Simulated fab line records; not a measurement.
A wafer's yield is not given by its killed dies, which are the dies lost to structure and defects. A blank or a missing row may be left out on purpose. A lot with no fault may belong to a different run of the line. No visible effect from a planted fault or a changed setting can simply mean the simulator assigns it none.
fab line records    flow nandHarc
[record] lots = 6  wafers = 18  lastDay = 24
route steps=1159 shown A_STAIRCASE@701 END@1159
lots with no fault: from the same line, run without faults
startH: start of the lot's first displayed wafer, in hours after the record's first day    waitH: how many hours have passed since the lot's step before this one    " identical to the entry in the row above    L1.1+2: one row covering several wafers at once    - no value present, or no start provided    * or withheld: withheld    < > ~ a bound
route shown NAME@n: a module of which the file shows steps, and the number in the route of the first    usual: mean and standard deviation over wafers with no fault    same: alike in all rows    chamber/n: place in a boat    sites: readings site by site    _std_site: how widely they spread, as a standard deviation    _edge_site: inner sites' mean taken away from outer sites' mean    radiusMm: for every site, how far away it sits from the centre of the wafer    mask NAME#n: copy n    behind: tool/chamber where the wafer was last shaped    hold: what put the lot on hold/how long, in hours/how the hold closed    device: which transistor (n, p or np) failed to switch    end of line: tests run on the same wafers once the route is complete    where a step has no rows: the recipe by itself    killed: not the wafer's yield, but the dies lost to structure and defects at the first sort    map: the dies of a wafer, with x for killed, . for not killed, _ for no die there
set.NAME: the setting that was run; set.NAME@STEP: the one run at that earlier step    model.NAME: the simulator's own value behind a step, which no gauge read
lots at some steps of the route; a table a step, a row a wafer
services: when a tool's chamber went out of use (startH, in hours from the record's first day, below 0 if earlier), for how many hours, and the reason
[[steps]]
[step NHARC_A_STAIRCASE_DEP_417]
[recipe] targetThkA = 600  stepCoveragePct = 20  tempC = 400  targetThkNm = 60  flowSccm = 200  rfW = 450  material = Si3N4
[usual] heaterPowerW = 792/150
lot.wafer  tool      chamber  startH  waitH  heaterPowerW
L833.3     pecvd-02  0        281.63  -      700
L833.2     "         1        "       "      736
L833.5     "         1        "       "      724
L834.2     pecvd-02  2        285.82  -      799
L834.6     "         1        "       "      616
L834.4     "         2        "       "      801
L843.4     pecvd-01  2        350.38  -      727
L843.5     "         2        "       "      717
L843.6     "         1        "       "      1112
L844.1     pecvd-02  2        355.00  -      857
L844.2     "         0        "       "      617
L844.3     "         1        "       "      669
L848.1     pecvd-04  1        370.84  -      735
L848.3     "         2        "       "      712
L848.5     "         1        "       "      744
L849.1     pecvd-01  2        376.85  -      703
L849.4     "         2        "       "      727
L849.5     "         2        "       "      721
[step NHARC_A_STAIRCASE_WET_418]
[recipe] tempC = 160  targetDepthA = 200  chemistry = H3PO4
[step NHARC_A_STAIRCASE_PRECLEAN_419]
[recipe] timeS = *  tempC = 50  bathAgeMin = 0  chemistry = SC1
[step NHARC_A_STAIRCASE_SRD_421]
[step NHARC_A_STAIRCASE_ALD_420]
[recipe] targetThkA = 200  pulseTimeS = 6  aldCycles = 200  tempC = 300  material = SiO2
[usual] heaterPowerW = 470/47  precursorPulseHeightRel = 0.999/0.018
lot.wafer  tool      chamber  startH  waitH  heaterPowerW  precursorPulseHeightRel
L833.3     aldHk-03  1        285.48  -      451           1.005
L833.2     "         3        "       "      420           1.008
L833.5     "         2        "       "      591           0.992
L834.4     aldHk-04  2        289.71  -      425           1.010
L834.2     "         0        "       "      449           1.010
L834.6     "         1        "       "      450           1.004
L843.4     aldHk-03  3        354.62  -      435           1.007
L843.6     "         0        "       "      491           0.980
L843.5     "         1        "       "      453           1.040
L844.1     aldHk-03  2        358.78  -      531           0.967
L844.3     "         0        "       "      491           1.006
L844.2     "         1        "       "      449           0.980
L848.3     aldHk-03  2        375.58  -      527           1.004
L848.1     "         3        "       "      414           1.006
L848.5     "         3        "       "      431           0.966
L849.1     aldHk-03  2        380.50  -      543           1.019
L849.4     "         3        "       "      429           0.989
L849.5     "         3        "       "      424           1.020
[step NHARC_A_STAIRCASE_CVD_552]
[recipe] targetThkA = 400  tempC = 700  pressureMtorr = 300  material = SiNx
[step NHARC_A_STAIRCASE_DEP_151]
[recipe] targetThkA = 38000  tempC = 400  targetThkNm = 3800  teosFlowSccm = 200  rfW = 500  material = SiO2
[usual] heaterPowerW = 697/110  mfcPrecursorSccm = 200.0/0.64
lot.wafer  tool      chamber  startH  waitH  heaterPowerW  mfcPrecursorSccm
L833.2     pecvd-04  0        290.83  0.6    840           200.4
L833.3     "         2        "       "      612           199.7
L833.5     "         0        "       "      709           200.3
L834.2     pecvd-02  0        294.80  0.5    674           199.8
L834.6     "         0        "       "      616           200.0
L834.4     "         2        "       "      672           200.7
L843.6     pecvd-04  0        362.70  0.7    668           199.4
L843.5     "         1        "       "      631           200.7
L843.4     "         2        "       "      616           199.9
L844.3     pecvd-04  1        367.10  0.4    737           200.7
L844.2     "         2        "       "      753           199.5
L844.1     "         0        "       "      775           200.2
L848.1     pecvd-02  1        383.28  0.8    602           200.4
L848.3     "         2        "       "      710           200.0
L848.5     "         2        "       "      724           199.5
L849.1     pecvd-01  0        389.44  1.0    685           201.7
L849.5     "         0        "       "      564           201.2
L849.4     "         1        "       "      896           199.9
[step NHARC_A_STAIRCASE_ANNEAL_320]
[recipe] tempC = 750  timeS = 1800
[step NHARC_A_STAIRCASE_DEP_322]
[recipe] targetThkA = 38000  tempC = 400  targetThkNm = 3800  teosFlowSccm = 200  rfW = 500  material = SiO2
[usual] heaterPowerW = 704/130  mfcPrecursorSccm = 200.0/0.57
lot.wafer  tool      chamber  startH  waitH  heaterPowerW  mfcPrecursorSccm
L833.2     pecvd-01  1        298.61  0.1    1046          201.1
L833.3     "         1        "       "      902           200.8
L833.5     "         1        "       "      879           199.5
L834.2     pecvd-01  1        302.85  0.2    909           200.4
L834.4     "         1        "       "      870           200.7
L834.6     "         1        "       "      907           199.9
L843.4     pecvd-02  2        369.76  0.4    724           199.9
L843.6     "         0        "       "      563           200.4
L843.5     "         1        "       "      565           199.8
L844.2     pecvd-02  1        375.97  0.1    696           200.9
L844.1     "         2        "       "      776           200.2
L844.3     "         0        "       "      688           200.5
L848.1     pecvd-01  0        392.80  0.1    632           200.3
L848.3     "         1        "       "      1034          200.2
L848.5     "         0        "       "      557           200.3
L849.1     pecvd-01  1        397.37  0.8    1064          199.4
L849.4     "         2        "       "      597           199.6
L849.5     "         1        "       "      872           199.6
[step NHARC_A_STAIRCASE_ANNEAL_323]
[recipe] tempC = 750  timeS = 1800
[step NHARC_A_STAIRCASE_DEP_325]
[recipe] targetThkA = 38000  tempC = 400  targetThkNm = 3800  teosFlowSccm = 200  rfW = 500  material = SiO2
[usual] heaterPowerW = 711/130  mfcPrecursorSccm = 200.0/0.58
lot.wafer  tool      chamber  startH  waitH  heaterPowerW  mfcPrecursorSccm
L833.2     pecvd-01  2        306.84  0.2    619           200.3
L833.3     "         1        "       "      892           198.9
L833.5     "         2        "       "      611           199.9
L834.2     pecvd-01  2        310.26  0.1    742           200.5
L834.4     "         1        "       "      901           199.6
L834.6     "         2        "       "      617           199.3
L843.4     pecvd-01  2        379.37  0.5    605           247.8
L843.6     "         1        "       "      908           198.8
L843.5     "         2        "       "      599           247.4
L844.3     pecvd-01  1        386.35  0.2    968           200.1
L844.1     "         2        "       "      651           248.0
L844.2     "         0        "       "      661           201.0
L848.1     pecvd-02  2        402.39  0.2    823           200.0
L848.3     "         1        "       "      570           200.5
L848.5     "         1        "       "      568           200.3
L849.1     pecvd-04  0        403.23  1.0    806           200.4
L849.4     "         1        "       "      664           199.9
L849.5     "         0        "       "      669           199.5
[step NHARC_A_STAIRCASE_ANNEAL_326]
[recipe] tempC = 750  timeS = 1800
[step NHARC_END_SORT_01]
[recipe] tempC = 25
[usual] killedAtArray = 25/9.8  killedAtOther = 0.8/1.1  killedAtPeriphery = 3.3/2.1  killedDies = 29/10  killedOpen = 3.3/1.8  killedShort = 1.9/1.4
[same] grossDies = 677
lot.wafer  tool       chamber  startH  waitH  killedAtArray  killedAtOther  killedAtPeriphery  killedDies  killedOpen  killedShort
L833.2     prober-02  0        473.31  2.8    35             1              6                  42          6           0
L833.3     prober-02  0        474.11  3.1    18             2              8                  28          4           2
L833.5     prober-02  0        475.70  3.7    23             0              2                  25          5           2
L834.2     prober-02  0        481.10  2.8    6              1              6                  13          2           1
L834.4     prober-02  0        482.72  3.4    9              0              5                  14          2           2
L834.6     prober-02  0        484.35  4.1    15             1              0                  16          2           1
L844.1     prober-02  0        540.42  2.5    28             0              1                  29          1           2
L844.2     prober-02  0        541.22  2.8    32             0              2                  34          4           1
L844.3     prober-02  0        542.03  3.1    44             0              1                  45          2           3
L843.4     prober-01  0        550.60  3.4    15             0              2                  17          0           3
L843.5     prober-01  0        551.40  3.7    12             0              7                  19          3           4
L843.6     prober-01  0        552.19  4.0    14             0              3                  17          4           1
L848.1     prober-01  0        563.73  2.5    19             2              8                  29          7           3
L848.3     prober-01  0        565.34  3.1    22             4              5                  31          3           0
L848.5     prober-01  0        566.95  3.7    23             1              4                  28          6           2
L849.1     prober-02  0        565.23  2.5    34             0              2                  36          1           2
L849.4     prober-02  0        567.64  3.4    45             1              0                  46          4           0
L849.5     prober-02  0        568.44  3.7    46             0              2                  48          5           1
// killed by level:class
L833.2 A_SLIT:chamberFilmFlake=13 A_STAIRCASE:chamberFilmFlake=6 A_M1:chamberFilmFlake=5 A_CHANNEL_HOLE_D1:chamberFilmFlake=3 A_CONTACT:chamberFilmFlake=3 P_M2:geometricParticle:open=2 P_M0:chamberFilmFlake=2 A_CHANNEL_FILL_D1:chamberFilmFlake=2
L833.3 A_SLIT:chamberFilmFlake=7 P_M0:chamberFilmFlake=4 A_M1:chamberFilmFlake=4 A_CHANNEL_HOLE_D1:chamberFilmFlake=2 A_WL_FILL:chamberFilmFlake=2 P_ZERO_WELL:geometricParticle:open=1 P_CONTACT:geometricParticle:short=1 P_M0:geometricParticle:open=1
L833.5 A_SLIT:chamberFilmFlake=9 A_WL_FILL:geometricParticle:open=2 A_M0:geometricParticle:open=2 A_STAIRCASE:chamberFilmFlake=2 A_CONTACT:chamberFilmFlake=2 A_M1:chamberFilmFlake=2 P_GATE:geometricParticle:short=1 A_ONON_D1:geometricParticle:open=1
L834.2 P_ZERO_WELL:chamberFilmFlake=4 P_M1:geometricParticle:open=1 A_CHANNEL_FILL_D1:geometricParticle:short=1 A_M0:geometricParticle:open=1 P_GATE:chamberFilmFlake=1 A_CHANNEL_HOLE_D1:chamberFilmFlake=1 A_WL_FILL:chamberFilmFlake=1 A_CONTACT:chamberFilmFlake=1
L834.4 A_STAIRCASE:chamberFilmFlake=3 A_CONTACT:chamberFilmFlake=3 P_M0:geometricParticle:open=2 P_ZERO_WELL:chamberFilmFlake=2 A_CHANNEL_HOLE_D1:chamberFilmFlake=2 P_M1:geometricParticle:short=1 A_SGD_CUT:geometricParticle:short=1
L834.6 A_SLIT:chamberFilmFlake=4 A_CONTACT:chamberFilmFlake=3 A_BONDPAD:chamberFilmFlake=3 A_SOURCE_PLATE:geometricParticle:short=1 A_CONTACT:geometricParticle:open=1 A_BLC:geometricParticle:open=1 A_CHANNEL_HOLE_D1:chamberFilmFlake=1 A_STAIRCASE:chamberFilmFlake=1
L844.1 A_SLIT:chamberFilmFlake=9 A_STAIRCASE:chamberFilmFlake=7 A_CONTACT:chamberFilmFlake=6 A_CHANNEL_HOLE_D1:chamberFilmFlake=4 P_M0:geometricParticle:short=1 A_SGD_CUT:geometricParticle:open=1 A_CONTACT:geometricParticle:short=1
L844.2 A_SLIT:chamberFilmFlake=11 A_STAIRCASE:chamberFilmFlake=6 A_CONTACT:chamberFilmFlake=6 A_CHANNEL_HOLE_D1:chamberFilmFlake=5 P_GATE:geometricParticle:open=1 A_ONON_D1:geometricParticle:short=1 A_ONON_D1:geometricParticle:open=1 A_CHANNEL_FILL_D1:geometricParticle:open=1
L844.3 A_SLIT:chamberFilmFlake=12 A_STAIRCASE:chamberFilmFlake=11 A_CHANNEL_HOLE_D1:chamberFilmFlake=8 A_CONTACT:chamberFilmFlake=7 A_WL_FILL:geometricParticle:short=2 P_GATE:geometricParticle:open=1 A_CONTACT:geometricParticle:open=1 A_CONTACT:geometricParticle:short=1
L843.4 A_CHANNEL_HOLE_D1:chamberFilmFlake=4 A_CONTACT:chamberFilmFlake=3 A_ZERO_WELL:chamberFilmFlake=2 A_STAIRCASE:chamberFilmFlake=2 A_CHANNEL_FILL_D1:geometricParticle:short=1 A_CONTACT:geometricParticle:short=1 A_M0:geometricParticle:short=1 P_STI:chamberFilmFlake=1
L843.5 A_CHANNEL_HOLE_D1:chamberFilmFlake=8 P_CONTACT:geometricParticle:short=3 P_CONTACT:geometricParticle:open=2 P_STI:chamberFilmFlake=2 A_CONTACT:geometricParticle:short=1 A_CONTACT:geometricParticle:open=1 A_ZERO_WELL:chamberFilmFlake=1 A_STAIRCASE:chamberFilmFlake=1
L843.6 A_STAIRCASE:chamberFilmFlake=3 A_M0:geometricParticle:open=2 A_CHANNEL_HOLE_D1:chamberFilmFlake=2 A_CONTACT:chamberFilmFlake=2 A_CHANNEL_FILL_D1:geometricParticle:open=1 A_CONTACT:geometricParticle:open=1 A_CONTACT:geometricParticle:short=1 P_STI:chamberFilmFlake=1
L848.1 A_CONTACT:chamberFilmFlake=5 A_CHANNEL_HOLE_D1:chamberFilmFlake=3 A_STAIRCASE:chamberFilmFlake=3 P_M2:geometricParticle:open=2 A_ONON_D1:geometricParticle:open=2 A_CHANNEL_FILL_D1:geometricParticle:open=2 P_STI:chamberFilmFlake=2 P_M1:chamberFilmFlake=2
L849.1 A_CHANNEL_HOLE_D1:chamberFilmFlake=16 A_SLIT:chamberFilmFlake=9 A_CONTACT:chamberFilmFlake=5 P_CONTACT:geometricParticle:short=1 A_CHANNEL_FILL_D1:geometricParticle:short=1 A_CONTACT:geometricParticle:open=1 P_STI:chamberFilmFlake=1 A_STAIRCASE:chamberFilmFlake=1
L848.3 A_CHANNEL_HOLE_D1:chamberFilmFlake=11 A_STAIRCASE:chamberFilmFlake=5 A_CONTACT:chamberFilmFlake=4 THIN_TSV:chamberFilmFlake=4 A_CONTACT:geometricParticle:open=2 P_STI:chamberFilmFlake=2 P_M1:geometricParticle:open=1 P_ZERO_WELL:chamberFilmFlake=1
L848.5 A_STAIRCASE:chamberFilmFlake=6 A_CHANNEL_HOLE_D1:chamberFilmFlake=5 A_CONTACT:chamberFilmFlake=4 P_ZERO_WELL:chamberFilmFlake=2 P_GATE:geometricParticle:open=1 P_CONTACT:geometricParticle:short=1 A_CHANNEL_HOLE_D1:geometricParticle:open=1 A_CHANNEL_FILL_D1:geometricParticle:short=1
L849.4 A_SLIT:chamberFilmFlake=18 A_CHANNEL_HOLE_D1:chamberFilmFlake=13 A_STAIRCASE:chamberFilmFlake=5 A_CONTACT:chamberFilmFlake=4 A_WL_FILL:geometricParticle:open=2 A_CHANNEL_FILL_D1:geometricParticle:open=1 A_BLC:geometricParticle:open=1 A_BLC:chamberFilmFlake=1
L849.5 A_SLIT:chamberFilmFlake=21 A_CHANNEL_HOLE_D1:chamberFilmFlake=15 A_STAIRCASE:chamberFilmFlake=3 A_CONTACT:chamberFilmFlake=2 P_CONTACT:geometricParticle:open=1 P_M0:geometricParticle:open=1 A_CHANNEL_FILL_D1:geometricParticle:open=1 A_SGD_CUT:geometricParticle:open=1
[[services]]
tool      chamber  startH  hours  kind
pecvd-04  1        286.35  13.8   repair
pecvd-04  -        288.78  0.7    repair
pecvd-02  2        296.48  7.5    repair
aldHk-04  -        324.43  1.1    repair
aldHk-03  2        326.86  10.0   ventCycle
aldHk-03  3        326.86  10.0   ventCycle
aldHk-03  -        329.62  1.4    repair
pecvd-02  -        334.17  13.0   pm
pecvd-02  0        334.17  13.0   ventCycle
pecvd-02  1        334.17  13.0   ventCycle
pecvd-02  2        334.17  13.0   ventCycle
aldHk-03  0        336.86  -      clean
aldHk-03  1        336.86  -      clean
aldHk-03  2        336.86  -      clean
aldHk-03  3        336.86  -      clean
pecvd-02  0        347.17  -      clean
pecvd-02  1        347.17  -      clean
pecvd-02  2        347.17  -      clean
pecvd-04  -        377.01  13.0   pm
pecvd-04  0        377.01  13.0   ventCycle
pecvd-04  1        377.01  13.0   ventCycle
pecvd-04  2        377.01  13.0   ventCycle
pecvd-02  0        382.01  24.5   repair
pecvd-04  0        390.01  -      clean
[[key]]
[firstSign] step = NHARC_A_STAIRCASE_DEP_325  reading = mfcPrecursorSccm  direction = up  sigmas = 83  usual = 200.0  struck = 247.7
effect none on later readings
metAt NHARC_A_STAIRCASE_DEP_325
struckWafers L843.4,L843.5,L844.1
testerLeftOut L843,L844
onsetBetween 310.26 379.37
[fault] kind = processParameterDrift  tool = pecvd-01  chamber = 2  onsetH = 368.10  steps = NHARC_A_STAIRCASE_DEP_325  channel = teosFlowSccm  offset = *  shape = step  endH = 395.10  actsIn = *  stated = *
// testerLeftOut: of these lots the tester's yield and bins aren't shown, on N5 and GAA mostly nor the transistor test; their killed dies are dies lost to structure and defects alone, not to doping, threshold or leakage, so they don't give the yield
